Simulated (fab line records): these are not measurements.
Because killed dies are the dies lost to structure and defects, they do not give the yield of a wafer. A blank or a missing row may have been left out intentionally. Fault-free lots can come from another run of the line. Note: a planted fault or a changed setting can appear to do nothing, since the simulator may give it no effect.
fab line records + flow nand-harc
record:
- lots: 5
- wafers: 15
- last-day: 33
route steps=1302 shown P_GATE@170
lots untouched by any fault: they come from a run of this same line in which no faults occurred
start-h: start of the lot's first displayed wafer, in hours after the record's first day + wait-h: hours elapsed since this lot's preceding step + " as in the row above + L1.1+2: one row covering several wafers at once + - value missing, or start not given + * or withheld: withheld + < > ~ a bound
route shown NAME@n: a module of which the file shows steps, and the number in the route of the first + usual: mean and standard deviation over wafers with no fault + same: alike in all rows + chamber/n: place in a boat + sites: each site's reading + _std_site: the values' standard deviation + _edge_site: mean of outer sites minus mean of inner sites + radius-mm: for every site, how far away it sits from the centre of the wafer + mask NAME#n: copy n + behind: tool/chamber where the wafer was last shaped + hold: cause of the lot's hold/its duration in hours/its outcome + device: transistor that didn't switch, given as n, p or np + end of line: tests run on the same wafers once the route is complete + a step without rows: its recipe alone + killed: at the first sort, the dies lost to defects and structure; wafer yield is something else + map: the dies of a wafer, with x for killed, . for not killed, _ for no die there
set.NAME: the run value of the setting; set.NAME@STEP: its run value at that earlier step + model.NAME: the simulator's own value behind a step, which no gauge read
lots at selected steps of the route; one table per step, one row per wafer
services: from which hour (start-h, from the record's first day; less than 0 if before it) a tool's chamber was out of use, for how many hours, and why
== steps ==
step: NHARC_P_GATE_CD_MEAS_46
recipe:
- target-cd-nm: 720
- landing-energy-ev: 500
usual:
- cd-nm: 720.1/2
| lot.wafer | tool      | chamber | start-h | wait-h | cd-nm |
|-----------|-----------|---------|---------|--------|-------|
| L545.2    | cd-sem-01 | 0       | 167.41  | -      | 723.6 |
| L545.4    | "         | 0       | "       | "      | 720.4 |
| L545.6    | "         | 0       | "       | "      | 724.0 |
| L552.2    | cd-sem-03 | 0       | 235.54  | -      | 716.7 |
| L552.3    | "         | 0       | "       | "      | 721.9 |
| L552.5    | "         | 0       | "       | "      | 718.5 |
| L554.1    | cd-sem-03 | 0       | 265.96  | -      | 721.5 |
| L554.4    | "         | 0       | "       | "      | 717.4 |
| L554.6    | "         | 0       | "       | "      | 723.0 |
| L560.1    | cd-sem-01 | 0       | 317.08  | -      | 721.0 |
| L560.2    | "         | 0       | "       | "      | 720.0 |
| L560.5    | "         | 0       | "       | "      | 719.5 |
| L561.2    | cd-sem-01 | 0       | 336.13  | -      | 718.7 |
| L561.4    | "         | 0       | "       | "      | 723.0 |
| L561.5    | "         | 0       | "       | "      | 721.7 |
step: NHARC_P_GATE_HARDBAKE_47
recipe:
- temp-c: 125
- time-s: 80
step: NHARC_P_GATE_DESCUM_48
recipe:
- time-s: 3
- o2-flow-sccm: 200
- ar-flow-sccm: 0
- bias-power-w: 0
- chemistry: O2
usual:
- drypump-motor-current-A: 5.6/0.36
- oes-product-au: 0.999/0.01
- rf-vpp-V: 57.9/0.83
- showerhead-plenum-p-Torr: 1.92/0.079
- throttle-valve-pct: 11.311/0.0095
| lot.wafer | tool        | chamber | start-h | wait-h | drypump-motor-current-A | oes-product-au | rf-hours-counter-h | rf-vpp-V | showerhead-plenum-p-Torr | throttle-valve-pct |
|-----------|-------------|---------|---------|--------|-------------------------|----------------|--------------------|----------|--------------------------|--------------------|
| L545.2    | rie-diel-04 | 1       | 167.58  | -      | 5.6                     | 0.996          | 9.8                | 57.7     | 1.98                     | 11.295             |
| L545.4    | "           | 2       | "       | "      | 5.3                     | 1.021          | 8.7                | 57.8     | 1.97                     | 11.318             |
| L545.6    | "           | 0       | "       | "      | 6.1                     | 0.999          | -                  | 58.1     | 2.04                     | 11.292             |
| L552.2    | rie-diel-12 | 0       | 235.71  | -      | 4.7                     | 0.999          | 7.3                | 58.4     | 1.95                     | 11.324             |
| L552.3    | "           | 2       | "       | "      | 5.6                     | 1.005          | 7.0                | 58.4     | 1.81                     | 11.300             |
| L552.5    | "           | 0       | "       | "      | 4.8                     | 0.995          | -                  | 58.2     | 1.95                     | 11.303             |
| L554.4    | rie-diel-07 | 3       | 266.13  | -      | 5.8                     | 0.985          | 7.5                | 58.4     | 1.78                     | 11.336             |
| L554.1    | "           | 0       | "       | "      | 5.7                     | 0.984          | 7.7                | 58.3     | 1.79                     | 11.301             |
| L554.6    | "           | 2       | "       | "      | 5.7                     | 0.979          | -                  | 56.6     | 1.96                     | 11.316             |
| L560.1    | rie-diel-04 | 3       | 317.24  | -      | 5.7                     | 0.999          | 6.7                | 57.2     | 1.90                     | 11.317             |
| L560.2    | "           | 1       | "       | "      | 5.6                     | 0.991          | 6.8                | 57.7     | 1.98                     | 11.312             |
| L560.5    | "           | 3       | "       | "      | 5.8                     | 1.003          | -                  | 58.7     | 1.90                     | 11.300             |
| L561.4    | rie-diel-07 | 2       | 336.31  | -      | 5.7                     | 0.972          | 2.7                | 58.7     | 1.96                     | 11.313             |
| L561.2    | "           | 3       | "       | "      | 5.8                     | 0.992          | 2.6                | 58.4     | 1.78                     | 11.303             |
| L561.5    | "           | 1       | "       | "      | 5.3                     | 0.994          | -                  | 58.8     | 1.95                     | 11.312             |
step: NHARC_P_GATE_IMPLANT_49
recipe:
- energy-kev: 30
- dose-cm2: 3e+15
- tilt-deg: 7
step: NHARC_P_GATE_STRIP_111
recipe:
- power-w: 1500
- temp-c: 110
- time-s: 250
- chemistry: N2/H2
usual:
- drypump-motor-current-A: 6.0/0.39
- heater-power-w: 90/6.5
| lot.wafer | tool            | chamber | start-h | wait-h | drypump-motor-current-A | heater-power-w | rf-hours-counter-h |
|-----------|-----------------|---------|---------|--------|-------------------------|----------------|--------------------|
| L545.2    | plasma-asher-02 | 1       | 167.93  | 0.2    | 6.0                     | 83             | 18                 |
| L545.4    | "               | 1       | "       | "      | 6.0                     | 86             | -                  |
| L545.6    | "               | 0       | "       | "      | 6.6                     | 98             | -                  |
| L552.2    | plasma-asher-02 | 0       | 236.13  | 0.2    | 6.6                     | 97             | 38                 |
| L552.3    | "               | 0       | "       | "      | 6.6                     | 97             | -                  |
| L552.5    | "               | 1       | "       | "      | 6.0                     | 85             | -                  |
| L554.1    | plasma-asher-01 | 0       | 266.54  | 0.2    | 5.7                     | 84             | 15                 |
| L554.4    | "               | 0       | "       | "      | 5.7                     | 84             | -                  |
| L554.6    | "               | 1       | "       | "      | 5.7                     | 96             | -                  |
| L560.2    | plasma-asher-01 | 0       | 317.61  | 0.2    | 5.7                     | 88             | 23                 |
| L560.1    | "               | 1       | "       | "      | 5.7                     | 99             | 23                 |
| L560.5    | "               | 0       | "       | "      | 5.7                     | 83             | -                  |
| L561.2    | plasma-asher-02 | 1       | 336.71  | 0.2    | 5.9                     | 82             | 15                 |
| L561.4    | "               | 0       | "       | "      | 6.6                     | 98             | -                  |
| L561.5    | "               | 0       | "       | "      | 6.6                     | 94             | -                  |
step: NHARC_P_GATE_STRIP_75
recipe:
- power-w: 1500
- temp-c: 250
- chemistry: O2
usual:
- drypump-motor-current-A: 6.0/0.39
- heater-power-w: 335/25
| lot.wafer | tool            | chamber | start-h | wait-h | drypump-motor-current-A | heater-power-w | rf-hours-counter-h |
|-----------|-----------------|---------|---------|--------|-------------------------|----------------|--------------------|
| L545.2    | plasma-asher-02 | 1       | 168.23  | 0.3    | 6.0                     | 306            | 18                 |
| L545.4    | "               | 1       | "       | "      | 6.0                     | 313            | -                  |
| L545.6    | "               | 0       | "       | "      | 6.7                     | 351            | -                  |
| L552.2    | plasma-asher-02 | 0       | 236.39  | 0.2    | 6.6                     | 359            | 38                 |
| L552.3    | "               | 0       | "       | "      | 6.6                     | 364            | -                  |
| L552.5    | "               | 1       | "       | "      | 5.9                     | 315            | -                  |
| L554.1    | plasma-asher-01 | 0       | 266.80  | 0.2    | 5.7                     | 309            | 15                 |
| L554.4    | "               | 0       | "       | "      | 5.7                     | 320            | -                  |
| L554.6    | "               | 1       | "       | "      | 5.7                     | 345            | -                  |
| L560.2    | plasma-asher-01 | 0       | 317.91  | 0.2    | 5.7                     | 315            | 23                 |
| L560.1    | "               | 1       | "       | "      | 5.7                     | 348            | 23                 |
| L560.5    | "               | 0       | "       | "      | 5.7                     | 317            | -                  |
| L561.2    | plasma-asher-02 | 1       | 336.97  | 0.2    | 5.9                     | 301            | 16                 |
| L561.4    | "               | 0       | "       | "      | 6.6                     | 364            | -                  |
| L561.5    | "               | 0       | "       | "      | 6.6                     | 372            | -                  |
step: NHARC_P_GATE_STRIP_50
recipe:
- time-s: 900
- temp-c: 130
- chemistry: SPM
step: NHARC_P_GATE_DEHYDRATE_51
recipe:
- temp-c: 150
- time-s: 120
step: NHARC_P_GATE_HMDS_52
recipe:
- time-s: 30
step: NHARC_P_GATE_COAT_53
recipe:
- spin-rpm: 3000
step: NHARC_P_GATE_SOFTBAKE_54
recipe:
- temp-c: 122
- time-s: 95
step: NHARC_P_GATE_EBR_55
step: NHARC_P_GATE_EXPOSE_56
recipe:
- na: 0.6
- target-cd-nm: 720
- dose-mj: 14.81
- mask-id: P_PSD
usual:
- stage-vel-mm-s: 500.02/0.24
| lot.wafer | tool           | chamber | start-h | wait-h | mask       | stage-vel-mm-s |
|-----------|----------------|---------|---------|--------|------------|----------------|
| L545.2    | krf-scanner-04 | 0       | 169.00  | -      | P_PSD_R1#0 | 500.03         |
| L545.4    | "              | 0       | "       | "      | P_PSD_R1#0 | 500.02         |
| L545.6    | "              | 0       | "       | "      | P_PSD_R1#0 | 499.64         |
| L552.2    | krf-scanner-02 | 0       | 237.15  | -      | P_PSD#0    | 500.03         |
| L552.3    | "              | 0       | "       | "      | P_PSD#0    | 499.90         |
| L552.5    | "              | 0       | "       | "      | P_PSD#0    | 499.67         |
| L554.1    | krf-scanner-03 | 0       | 267.43  | -      | P_PSD#0    | 499.66         |
| L554.4    | "              | 0       | "       | "      | P_PSD#0    | 500.06         |
| L554.6    | "              | 0       | "       | "      | P_PSD#0    | 499.82         |
| L560.1    | krf-scanner-02 | 0       | 318.55  | -      | P_PSD#0    | 499.86         |
| L560.2    | "              | 0       | "       | "      | P_PSD#0    | 500.39         |
| L560.5    | "              | 0       | "       | "      | P_PSD#0    | 500.02         |
| L561.2    | krf-scanner-04 | 0       | 337.73  | -      | P_PSD#0    | 500.10         |
| L561.4    | "              | 0       | "       | "      | P_PSD#0    | 499.86         |
| L561.5    | "              | 0       | "       | "      | P_PSD#0    | 500.04         |
step: NHARC_P_GATE_PEB_57
recipe:
- peb-temp-c: 118
- peb-time-s: 85
step: NHARC_P_GATE_DEVELOP_58
recipe:
- time-s: 70
step: NHARC_P_GATE_CD_MEAS_59
recipe:
- target-cd-nm: 720
- landing-energy-ev: 500
usual:
- cd-nm: 719.8/1.2
| lot.wafer | tool      | chamber | start-h | wait-h | hold                     | cd-nm |
|-----------|-----------|---------|---------|--------|--------------------------|-------|
| L545.2    | cd-sem-01 | 0       | 169.16  | -      | await-dispo/0.2h/release | 725.8 |
| L545.4    | "         | 0       | "       | "      | await-dispo/0.2h/release | 727.8 |
| L545.6    | "         | 0       | "       | "      | await-dispo/0.2h/release | 727.2 |
| L545.2    | cd-sem-01 | 0       | -       | -      | -                        | 725.8 |
| L545.4    | "         | 0       | "       | "      | -                        | 727.8 |
| L545.6    | "         | 0       | "       | "      | -                        | 727.1 |
| L552.2    | cd-sem-03 | 0       | 237.30  | -      | -                        | 718.3 |
| L552.3    | "         | 0       | "       | "      | -                        | 719.8 |
| L552.5    | "         | 0       | "       | "      | -                        | 721.9 |
| L554.1    | cd-sem-03 | 0       | 267.59  | -      | -                        | 721.9 |
| L554.4    | "         | 0       | "       | "      | -                        | 720.6 |
| L554.6    | "         | 0       | "       | "      | -                        | 720.2 |
| L560.1    | cd-sem-02 | 0       | 318.71  | -      | -                        | 720.6 |
| L560.2    | "         | 0       | "       | "      | -                        | 720.6 |
| L560.5    | "         | 0       | "       | "      | -                        | 721.8 |
| L561.2    | cd-sem-01 | 0       | 337.89  | -      | -                        | 720.4 |
| L561.4    | "         | 0       | "       | "      | -                        | 718.7 |
| L561.5    | "         | 0       | "       | "      | -                        | 720.6 |
== services ==
| tool            | chamber | start-h | hours | kind   |
|-----------------|---------|---------|-------|--------|
| plasma-asher-01 | -       | 165.00  | 9.0   | pm     |
| krf-scanner-03  | -       | 166.39  | 1.3   | repair |
| krf-scanner-03  | -       | 169.46  | 16.9  | repair |
| rie-diel-07     | -       | 170.29  | 0.1   | repair |
| rie-diel-12     | 0       | 177.40  | 1.7   | repair |
| rie-diel-04     | -       | 177.95  | 9.0   | pm     |
| krf-scanner-04  | -       | 182.00  | 4.0   | pm     |
| rie-diel-04     | 1       | 201.17  | 6.9   | repair |
| krf-scanner-03  | -       | 224.00  | 4.0   | pm     |
| plasma-asher-01 | -       | 224.70  | 11.9  | repair |
| rie-diel-12     | 0       | 241.68  | 12.6  | repair |
| plasma-asher-02 | -       | 249.28  | 9.0   | pm     |
| rie-diel-04     | 1       | 254.07  | 4.7   | repair |
| krf-scanner-02  | -       | 254.38  | 0.4   | repair |
| rie-diel-12     | 3       | 254.90  | 3.3   | repair |
| krf-scanner-04  | -       | 255.40  | 5.7   | repair |
| krf-scanner-02  | -       | 266.00  | 4.0   | pm     |
| rie-diel-12     | -       | 268.40  | 9.0   | pm     |
| krf-scanner-03  | -       | 269.08  | 0.7   | repair |
| rie-diel-04     | 0       | 278.38  | 8.1   | repair |
| rie-diel-07     | -       | 294.20  | 9.0   | pm     |
| krf-scanner-02  | -       | 305.11  | 0.7   | repair |
| rie-diel-04     | 0       | 319.82  | 6.6   | repair |
| rie-diel-04     | 1       | 320.17  | 27.7  | repair |
== key ==
first-sign:
- step: NHARC_P_GATE_EXPOSE_56
- reading: mask
- direction: changed
effect:
- step: NHARC_P_GATE_CD_MEAS_59
- reading: visit
- direction: added
effect:
- step: NHARC_P_GATE_CD_MEAS_59
- reading: cd-nm
- direction: up
- sigmas: 5.8
- usual: 719.8
- struck: 726.9
met-at NHARC_P_GATE_EXPOSE_56
struck-wafers L545.2,L545.4,L545.6
tester-left-out L545
fault:
- kind: wrong-mask
- tool: any
- chamber: -
- onset-h: 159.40
- steps: NHARC_P_GATE_EXPOSE_56
- aux-copy: P_PSD_R1#0
- cd-offset-nm: 8.2775
- scope: struck-lots-only
tester-left-out: of these lots the tester's yield and bins aren't shown, on N5 and GAA mostly nor the transistor test; their killed dies are dies lost to structure and defects alone, not to doping, threshold or leakage, so they don't give the yield
